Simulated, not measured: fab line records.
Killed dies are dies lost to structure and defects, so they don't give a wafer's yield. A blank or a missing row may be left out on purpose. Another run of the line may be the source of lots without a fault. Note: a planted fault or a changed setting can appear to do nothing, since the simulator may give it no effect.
Matching of chambers / flow n5 finfet / rie si-01 running N5_DUMMY_GATE_ETCH_23: 4 sister chambers
The step etches poly-Si in HBr/Cl2/O2, target depth 41 nm, time 22.3 s. 18 wafers are shown with their chamber, then 9 later ones without.

## WAFERS WITH THEIR CHAMBER
wafer=L076.1; chamber=0; drypump motor current A (A)=5.8; throttle valve pct (%)=37.17; oes product au (a.u.)=0.995
wafer=L076.3; chamber=1; drypump motor current A (A)=5.8; throttle valve pct (%)=37.28; oes product au (a.u.)=1.019
wafer=L076.6; chamber=0; drypump motor current A (A)=5.8; throttle valve pct (%)=37.17; oes product au (a.u.)=0.995
wafer=L078.1; chamber=3; drypump motor current A (A)=6.3; throttle valve pct (%)=37.27; oes product au (a.u.)=0.996
wafer=L078.3; chamber=2; drypump motor current A (A)=6.2; throttle valve pct (%)=37.44; oes product au (a.u.)=0.968
wafer=L078.5; chamber=3; drypump motor current A (A)=6.3; throttle valve pct (%)=37.29; oes product au (a.u.)=0.990
wafer=L079.1; chamber=0; drypump motor current A (A)=5.8; throttle valve pct (%)=37.20; oes product au (a.u.)=0.985
wafer=L079.4; chamber=1; drypump motor current A (A)=5.8; throttle valve pct (%)=37.28; oes product au (a.u.)=1.010
wafer=L079.6; chamber=0; drypump motor current A (A)=5.8; throttle valve pct (%)=37.19; oes product au (a.u.)=0.988
wafer=L081.1; chamber=3; drypump motor current A (A)=6.3; throttle valve pct (%)=37.29; oes product au (a.u.)=0.988
wafer=L081.3; chamber=0; drypump motor current A (A)=5.8; throttle valve pct (%)=37.18; oes product au (a.u.)=0.989
wafer=L081.6; chamber=1; drypump motor current A (A)=5.9; throttle valve pct (%)=37.27; oes product au (a.u.)=0.995
wafer=L084.1; chamber=3; drypump motor current A (A)=6.3; throttle valve pct (%)=37.29; oes product au (a.u.)=0.990
wafer=L084.5; chamber=0; drypump motor current A (A)=5.8; throttle valve pct (%)=37.18; oes product au (a.u.)=0.989
wafer=L084.6; chamber=1; drypump motor current A (A)=5.8; throttle valve pct (%)=37.26; oes product au (a.u.)=1.027
wafer=L085.1; chamber=3; drypump motor current A (A)=6.3; throttle valve pct (%)=37.28; oes product au (a.u.)=0.992
wafer=L085.4; chamber=2; drypump motor current A (A)=6.2; throttle valve pct (%)=37.43; oes product au (a.u.)=0.964
wafer=L085.5; chamber=0; drypump motor current A (A)=5.8; throttle valve pct (%)=37.19; oes product au (a.u.)=0.977

SIGNATURES (averages over the wafers above)
reading=drypump motor current A; chamber 0=5.800; chamber 1=5.825; chamber 2=6.200; chamber 3=6.300; scatter within a chamber=0.0231
reading=throttle valve pct; chamber 0=37.1829; chamber 1=37.2725; chamber 2=37.4350; chamber 3=37.2840; scatter within a chamber=0.00996
reading=oes product au; chamber 0=0.98829; chamber 1=1.01275; chamber 2=0.96600; chamber 3=0.99120; scatter within a chamber=0.00774
Rule: for each reading, subtract the chamber's mean from the wafer's reading, divide by that reading's scatter and square the result; add these up over the readings and take the root, which gives the wafer's distance from the chamber. The wafer belongs to the nearest chamber; if the next one is less than 2 further off, it can't be placed. The scatter: take each reading less its chamber's mean, square it, sum over the shown wafers, divide by the number of wafers less the number of chambers, and take the root.

## WAFERS WITHOUT THEIR CHAMBER
wafer=L088.2; drypump motor current A (A)=6.3; throttle valve pct (%)=37.28; oes product au (a.u.)=1.000
wafer=L088.3; drypump motor current A (A)=5.8; throttle valve pct (%)=37.19; oes product au (a.u.)=0.995
wafer=L088.5; drypump motor current A (A)=6.3; throttle valve pct (%)=37.29; oes product au (a.u.)=1.007
wafer=L089.1; drypump motor current A (A)=5.8; throttle valve pct (%)=37.19; oes product au (a.u.)=0.988
wafer=L089.3; drypump motor current A (A)=5.8; throttle valve pct (%)=37.26; oes product au (a.u.)=1.020
wafer=L089.4; drypump motor current A (A)=6.2; throttle valve pct (%)=37.43; oes product au (a.u.)=0.977
wafer=L091.1; drypump motor current A (A)=6.2; throttle valve pct (%)=37.29; oes product au (a.u.)=0.993
wafer=L091.2; drypump motor current A (A)=6.2; throttle valve pct (%)=37.43; oes product au (a.u.)=0.964
wafer=L091.4; drypump motor current A (A)=5.8; throttle valve pct (%)=37.20; oes product au (a.u.)=0.991

## THE CHAMBER EACH PASSED THROUGH
wafer=L088.2; from the rows above=3; in truth=3
wafer=L088.3; from the rows above=0; in truth=0
wafer=L088.5; from the rows above=3; in truth=3
wafer=L089.1; from the rows above=0; in truth=0
wafer=L089.3; from the rows above=1; in truth=1
wafer=L089.4; from the rows above=2; in truth=2
wafer=L091.1; from the rows above=3; in truth=3
wafer=L091.2; from the rows above=2; in truth=2
wafer=L091.4; from the rows above=0; in truth=0
9 of 9 placed correctly. Can't be placed from these rows: 0. Placed wrongly: 0.
